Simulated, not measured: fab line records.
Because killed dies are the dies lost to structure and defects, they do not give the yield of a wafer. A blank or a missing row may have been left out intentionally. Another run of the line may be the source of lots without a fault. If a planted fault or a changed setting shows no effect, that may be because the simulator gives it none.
Which tool is to blame? -- flow n5_finfet -- 18 wafers from 6 lots sampled at 2 of the route's 1938 steps

== WHAT EACH GAUGE READ, for each wafer ==
N5_BEOL_M5_CD_MEAS_28: target cd 30.6 nm, target cd y 20 nm.
lot,measured,on,cd_nm (nm)
L246,day 10 10:08,cd_sem-01,30.81 30.64 30.76
L248,day 10 19:14,cd_sem-01,30.05 30.69 30.28
L253,day 11 15:39,cd_sem-01,30.99 30.06 29.92
L255,day 12 11:40,cd_sem-02,30.60 30.40 30.03
L258,day 13 07:02,cd_sem-02,30.49 30.75 30.43
L267,day 15 08:14,cd_sem-02,30.37 30.44 30.70

== WHICH TOOL RAN EACH LOT (tool, then ch and the chambers of the sampled wafers, then the start) ==
lot,N5_BEOL_M5_COAT_66
L246,"litho_track-01 ch 0, day 10 09:48"
L248,"litho_track-05 ch 0, day 10 18:58"
L253,"litho_track-01 ch 0, day 11 15:15"
L255,"litho_track-03 ch 0, day 12 11:16"
L258,"litho_track-03 ch 0, day 13 06:31"
L267,"litho_track-01 ch 0, day 15 07:57"
- N5_BEOL_M5_COAT_66: time 60 s, resist thk 12 nm.

== THE ANSWER, worked out from the rows above alone ==
Rule: usual is defined by the lots themselves. Put in order of their means at a reading, lots are off if they are a third of the lots or fewer, leave a main group of 4 or more, and stand apart from it by a gap of 3 or more times the standard deviation of the main group's means; of several such gaps the widest counts. A main group is skipped when, at the precision printed for the reading in the tables above, its means are all equal. Also off: a lot with no number at a reading for which 4 or more lots have one. Any other lot the step has rows for is counted as sound.
No lot is off on any of the readings shown, so nothing can be concluded from this.

== WHAT HAD BEEN PUT IN BY THE SIMULATOR ==
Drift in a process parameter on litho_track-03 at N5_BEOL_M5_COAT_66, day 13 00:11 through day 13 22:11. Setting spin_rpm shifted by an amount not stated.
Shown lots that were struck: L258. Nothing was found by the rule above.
